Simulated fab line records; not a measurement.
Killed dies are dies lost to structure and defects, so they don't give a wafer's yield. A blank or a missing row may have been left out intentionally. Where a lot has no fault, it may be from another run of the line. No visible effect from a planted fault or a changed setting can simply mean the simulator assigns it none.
fab line records	flow n5-finfet
record: lots: 5	wafers: 15	last-day: 17
route steps=1938 shown BEOL_M12@1637
lots that met no fault: taken from a fault-free run of the same line
start-h: hours from the record's first day to the start of the lot's first wafer shown	wait-h: hours from the lot's prior step to this one	" identical to the entry in the row above	L1.1+2: a row that stands for several wafers	- either no value or no given start	* or withheld: withheld	< > ~ a bound
route shown NAME@n: names a module that has steps shown in the file, with the first one's number in the route	usual: average and standard deviation across the fault-free wafers	same: alike in all rows	chamber/n: place in a boat	sites: each site's reading	_std_site: how widely they spread, as a standard deviation	_edge_site: mean of outer sites minus mean of inner sites	radius-mm: for every site, how far away it sits from the centre of the wafer	mask NAME#n: copy n	behind: the tool/chamber that last shaped the wafer	hold: why the lot went on hold/how many hours it stayed there/how the hold came to an end	device: the n, p or np transistor that did not switch	end of line: the route-end tests of the same wafers	step lacking rows: just its recipe	killed: not the wafer's yield, but the dies lost to structure and defects at the first sort	map: shows each die of a wafer: x if killed, . if not, _ if none is there
set.NAME: the setting that was run; set.NAME@STEP: the one run at that earlier step	model.NAME: the simulator's own value behind a step, which no gauge read
lots at some steps of the route; a table a step, a row a wafer
services: when a tool's chamber went out of use (start-h, in hours from the record's first day, below 0 if earlier), for how many hours, and the reason
== steps ==
step: N5_BEOL_M12_ETCH_68
recipe: chemistry: N2/H2	target: SOC	mask-material: SiARC	source-w: 3000	bias-w: 350	temp-c: 40	time-s: 285	ion-energy-ev: 200	pressure-mtorr: 30	n2-flow-sccm: 200	h2-flow-sccm: 200
step: N5_BEOL_M12_STRIP_69
recipe: chemistry: N2/H2	temp-c: 40	n2-flow-sccm: 200	h2-flow-sccm: 200	rf-frequency-hz: 6e+07
step: N5_BEOL_M12_TRENCH_ETCH_34
recipe: chemistry: C4F8/O2/Ar	target: SiOC	target-depth-a: 3189.5	mask-material: SOC	pressure-mtorr: 30	source-w: 3000	bias-w: 700	Ar_flow_sccm: 400	C4F8_flow_sccm: 15	O2_flow_sccm: 8	he-inner-torr: 15	he-outer-torr: 30	time-s: 125.5	ion-energy-ev: 250
usual: O2_flow_sccm: 8.000/0.025	drypump-motor-current-A: 5.5/0.47	oes-product-au: 0.80/0.08	rf-vpp-V: 665/3.1	showerhead-plenum-p-Torr: 3.41/0.11	throttle-valve-pct: 24.19/0.22
lot.wafer	tool	chamber	start-h	wait-h	O2_flow_sccm	drypump-motor-current-A	oes-product-au	rf-hours-counter-h	rf-vpp-V	showerhead-plenum-p-Torr	throttle-valve-pct
L493.1	rie-diel-06	1	220.80	0.0	7.973	5.4	0.78	117	666	3.45	24.28
L493.4	"	0	"	"	7.988	5.1	0.71	200	668	3.51	24.39
L493.6	"	1	"	"	8.016	5.4	0.78	-	665	3.45	24.27
L498.3	rie-diel-01	3	246.32	0.0	7.955	6.5	0.83	75	670	3.58	23.88
L498.4	"	1	"	"	7.979	5.8	0.90	30	664	3.34	24.05
L498.6	"	0	"	"	8.016	5.6	0.70	-	665	3.35	24.33
L504.2	rie-diel-06	1	293.95	0.0	7.991	5.4	0.76	141	667	3.44	24.33
L504.3	"	2	"	"	7.991	5.2	0.76	154	662	3.27	24.31
L504.6	"	2	"	"	7.983	5.2	0.76	-	661	3.27	24.31
L512.1	rie-diel-06	2	333.13	0.0	8.031	5.2	0.75	169	662	3.27	24.31
L512.2	"	3	"	"	7.997	4.9	0.76	134	662	3.28	23.85
L512.3	"	0	"	"	7.989	5.1	0.69	242	667	3.49	24.45
L516.2	rie-diel-03	3	367.92	0.0	8.027	5.8	0.84	86	666	3.44	24.26
L516.4	"	0	"	"	8.010	6.3	0.90	25	666	3.47	24.13
L516.6	"	3	"	"	8.031	5.8	0.83	-	666	3.44	24.27
step: N5_BEOL_M12_STRIP_70
recipe: chemistry: C4F8/O2/Ar	resist: SiARC	rf-frequency-hz: 6e+07
step: N5_BEOL_M12_OCD_MEAS_35
usual: trench-depth-nm: 320/5.5
lot.wafer	tool	chamber	start-h	wait-h	trench-depth-nm
L493.1	ocd-01	-	220.95	0.0	320
L493.4	"	-	"	"	319
L493.6	"	-	"	"	320
L498.3	ocd-02	-	246.48	0.0	323
L498.4	"	-	"	"	323
L498.6	"	-	"	"	316
L504.2	ocd-02	-	294.10	0.0	320
L504.3	"	-	"	"	323
L504.6	"	-	"	"	322
L512.1	ocd-01	-	333.28	0.0	319
L512.2	"	-	"	"	312
L512.3	"	-	"	"	313
L516.2	ocd-01	-	368.07	0.0	328
L516.4	"	-	"	"	326
L516.6	"	-	"	"	326
step: N5_BEOL_M12_STRIP_37
recipe: chemistry: N2/H2	power-w: 1000	temp-c: 250	h2-frac: 0.65	overash-fraction: 0.3	pressure-mtorr: withheld	n2-flow-sccm: 1750	h2-flow-sccm: 3250
usual: drypump-motor-current-A: 5.7/0.36	heater-power-w: 352/35	oes-product-au: 0.790/0.0094
lot.wafer	tool	chamber	start-h	wait-h	drypump-motor-current-A	heater-power-w	oes-product-au	rf-hours-counter-h
L493.1	plasma-asher-02	1	220.99	0.0	5.6	404	0.794	55
L493.4	"	1	"	"	5.6	413	0.786	-
L493.6	"	1	"	"	5.6	399	0.784	-
L498.3	plasma-asher-02	1	246.53	0.1	5.6	398	0.794	-
L498.4	"	0	"	"	5.9	321	0.798	-
L498.6	"	0	"	"	5.9	316	0.790	-
L504.2	plasma-asher-01	1	294.14	0.0	6.2	325	0.778	145
L504.3	"	0	"	"	5.2	360	0.775	-
L504.6	"	1	"	"	6.2	318	0.795	-
L512.1	plasma-asher-01	0	333.32	0.0	5.2	362	0.763	150
L512.2	"	1	"	"	6.2	323	0.792	150
L512.3	"	1	"	"	6.2	323	0.778	-
L516.2	plasma-asher-01	0	368.11	0.0	5.2	368	0.787	158
L516.4	"	1	"	"	6.2	326	0.806	-
L516.6	"	0	"	"	5.2	370	0.780	-
step: N5_BEOL_M12_ETCH_38
recipe: chemistry: CF4/N2	target: SiCN	target-depth-a: 687	taper-deg: 2	time-s: 73.4	ion-energy-ev: 150	mask-material: SiO2	pressure-mtorr: 40	source-w: 430	bias-w: 70	Ar_flow_sccm: 100	cf4-flow-sccm: 60	n2-flow-sccm: 60
usual: drypump-motor-current-A: 5.4/0.47	oes-product-au: 0.78/0.074	rf-vpp-V: 382.1/2	showerhead-plenum-p-Torr: 2.20/0.077	throttle-valve-pct: 15.45/0.24
lot.wafer	tool	chamber	start-h	wait-h	drypump-motor-current-A	oes-product-au	rf-hours-counter-h	rf-vpp-V	showerhead-plenum-p-Torr	throttle-valve-pct
L493.1	rie-diel-06	0	222.90	-	5.0	0.71	200	384.3	2.27	15.71
L493.4	"	1	"	"	5.4	0.77	118	381.6	2.22	15.44
L493.6	"	0	"	"	5.1	0.72	-	384.8	2.28	15.70
L498.3	rie-diel-06	3	246.69	-	4.9	0.78	102	379.6	2.13	15.11
L498.4	"	1	"	"	5.3	0.77	126	382.8	2.22	15.46
L498.6	"	1	"	"	5.4	0.77	-	381.6	2.22	15.46
L504.2	rie-diel-06	3	299.48	-	4.9	0.77	121	381.4	2.12	15.15
L504.3	"	2	"	"	5.2	0.77	155	379.7	2.12	15.60
L504.6	"	3	"	"	4.9	0.77	-	379.8	2.12	15.16
L512.1	rie-diel-03	0	333.40	-	6.2	0.95	15	383.6	2.26	15.29
L512.2	"	3	"	"	5.8	0.83	75	382.5	2.23	15.42
L512.3	"	1	"	"	4.8	0.74	153	382.0	2.12	15.20
L516.2	rie-diel-03	0	368.21	-	6.2	0.93	25	384.8	2.25	15.33
L516.4	"	2	"	"	5.7	0.89	18	386.4	2.35	15.26
L516.6	"	3	"	"	5.8	0.82	-	381.9	2.22	15.45
step: N5_BEOL_M12_PRECLEAN_39
recipe: chemistry: residue-remover	time-s: 60	temp-c: 40
step: N5_BEOL_M12_SRD_40
recipe: time-s: 30	temp-c: 23	rinse-liquid: diw	dry: n2-spin	spin-rpm: 1500	dry-time-s: 30
step: N5_BEOL_M12_DEGAS_41
recipe: ambient: vacuum	temp-c: 250	time-s: 60
step: N5_BEOL_M12_PRE_CLEAN_42
recipe: gas: H2/He	time-s: 30	temp-c: 250
step: N5_BEOL_M12_SPUTTER_43
recipe: material: TaN	target-thk-a: 150	temp-c: 50	bias-v: 168.6	power-w: 15000	chamber-pressure-pa: 0.12	time-s: 24.19
usual: cathode-dc-power-W: 15000/2.6	chamber-pressure-pa: 0.12002/0.00026	throttle-valve-pct: 30.5/0.88
lot.wafer	tool	chamber	start-h	wait-h	cathode-dc-power-W	chamber-pressure-pa	throttle-valve-pct
L493.1	pvd-sputter-03	-	223.54	0.0	14998	0.11972	29.6
L493.4	"	-	"	"	14999	0.12017	31.0
L493.6	"	-	"	"	15001	0.12007	29.5
L498.3	pvd-sputter-01	-	247.35	0.0	15004	0.12021	30.3
L498.4	"	-	"	"	14999	0.12013	30.4
L498.6	"	-	"	"	14998	0.12012	32.2
L504.2	pvd-sputter-03	-	299.76	0.0	14995	0.11973	31.3
L504.3	"	-	"	"	14998	0.1199	29.1
L504.6	"	-	"	"	15003	0.11954	31.4
L512.1	pvd-sputter-01	-	334.11	0.0	15003	0.11981	31.8
L512.2	"	-	"	"	14998	0.11999	30.2
L512.3	"	-	"	"	14999	0.12017	30.6
L516.2	pvd-sputter-01	-	368.88	0.0	14998	0.12025	30.3
L516.4	"	-	"	"	15003	0.12008	30.1
L516.6	"	-	"	"	14996	0.12039	32.2
step: N5_BEOL_M12_SPUTTER_44
recipe: material: Ta	target-thk-a: 100	temp-c: 50	bias-v: 80	power-w: 15000	chamber-pressure-pa: 0.07	time-s: 16.13
usual: cathode-dc-power-W: 15000/3	chamber-pressure-pa: 0.06999/0.00015	throttle-valve-pct: 30.5/0.84
lot.wafer	tool	chamber	start-h	wait-h	cathode-dc-power-W	chamber-pressure-pa	throttle-valve-pct	model.Ta_of_BEOL_M12_SPUTTER_44.thk-nm
L493.1	pvd-sputter-03	-	223.62	0.0	14997	0.06989	29.5	9.8
L493.4	"	-	"	"	15000	0.07009	31.2	10
L493.6	"	-	"	"	15005	0.06995	29.7	9.8
L498.3	pvd-sputter-01	-	247.43	0.0	15000	0.06978	30.6	10
L498.4	"	-	"	"	14994	0.06995	30.3	10.2
L498.6	"	-	"	"	14998	0.07	31.8	10.2
L504.2	pvd-sputter-03	-	299.84	0.0	18013	0.07014	31.2	12
L504.3	"	-	"	"	15005	0.06992	29.3	9.8
L504.6	"	-	"	"	18013	0.07014	31.6	12
L512.1	pvd-sputter-01	-	334.19	0.0	15001	0.07009	31.7	10
L512.2	"	-	"	"	14998	0.06988	30.2	10.2
L512.3	"	-	"	"	15002	0.06988	30.4	10
L516.2	pvd-sputter-01	-	368.96	0.0	14997	0.06989	30.1	10
L516.4	"	-	"	"	15000	0.06982	30.2	9.8
L516.6	"	-	"	"	14999	0.0702	32.0	9.8
step: N5_BEOL_M12_SPUTTER_45
recipe: material: Cu	target-thk-a: 800	temp-c: -20	bias-v: 60	power-w: 26000	chamber-pressure-pa: 0.13	time-s: 13.33
usual: cathode-dc-power-W: 26000/4.5	chamber-pressure-pa: 0.12999/0.00028	throttle-valve-pct: 30.5/0.87
lot.wafer	tool	chamber	start-h	wait-h	cathode-dc-power-W	chamber-pressure-pa	throttle-valve-pct
L493.1	pvd-sputter-03	-	223.70	0.0	26008	0.13022	29.4
L493.4	"	-	"	"	25995	0.13016	31.0
L493.6	"	-	"	"	25997	0.13017	30.0
L498.3	pvd-sputter-01	-	247.51	0.0	26005	0.1298	30.4
L498.4	"	-	"	"	25994	0.13005	30.0
L498.6	"	-	"	"	26000	0.12993	32.0
L504.2	pvd-sputter-03	-	299.92	0.0	26007	0.12959	31.4
L504.3	"	-	"	"	26001	0.12954	29.3
L504.6	"	-	"	"	25997	0.12962	31.1
L512.1	pvd-sputter-01	-	334.27	0.0	25997	0.12944	32.0
L512.2	"	-	"	"	26006	0.12961	30.3
L512.3	"	-	"	"	25996	0.13036	30.0
L516.2	pvd-sputter-01	-	369.04	0.0	25995	0.13002	30.3
L516.4	"	-	"	"	26003	0.12985	30.6
L516.6	"	-	"	"	25999	0.12994	31.8
== services ==
tool	chamber	start-h	hours	kind
rie-diel-03	1	213.27	14.2	repair
rie-diel-03	0	218.88	6.2	repair
plasma-asher-01	-	232.93	1.9	repair
plasma-asher-02	-	252.11	21.5	repair
rie-diel-06	1	254.91	6.7	repair
rie-diel-06	3	258.08	2.7	repair
rie-diel-03	0	272.04	-	clean
rie-diel-03	0	272.04	-	consumable-replace:focus-ring
rie-diel-03	0	272.04	22.2	scheduled-down
rie-diel-03	0	272.04	22.2	vent-cycle
pvd-sputter-03	-	278.15	5.5	repair
rie-diel-03	2	294.28	-	clean
rie-diel-03	2	294.28	-	consumable-replace:focus-ring
rie-diel-03	2	294.28	-	consumable-replace:showerhead
rie-diel-03	2	294.28	25.3	scheduled-down
rie-diel-03	2	294.28	25.3	vent-cycle
pvd-sputter-01	-	310.24	2.1	repair
plasma-asher-01	-	312.45	4.4	repair
rie-diel-06	2	336.84	9.5	repair
rie-diel-06	0	353.07	-	clean
rie-diel-06	0	353.07	-	consumable-replace:focus-ring
rie-diel-06	0	353.07	16.3	scheduled-down
rie-diel-06	0	353.07	16.3	vent-cycle
rie-diel-01	-	354.60	0.3	repair
== key ==
first-sign: step: N5_BEOL_M12_SPUTTER_44	reading: cathode-dc-power-W	direction: up	sigmas: 99+	usual: *	struck: *
effect none on later readings
model-effect: step: N5_BEOL_M12_SPUTTER_44	value: Ta_of_BEOL_M12_SPUTTER_44.thk-nm	without: 10	struck: 12
met-at N5_BEOL_M12_SPUTTER_44
struck-wafers L504.2,L504.6
onset-between 223.62 299.84
fault: kind: process-parameter-drift	tool: pvd-sputter-03	chamber: -	onset-h: 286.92	steps: N5_BEOL_M12_SPUTTER_44	channel: power-w	offset: *	shape: step	end-h: 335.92	acts-in: *	stated: *	scope: struck-wafers-only
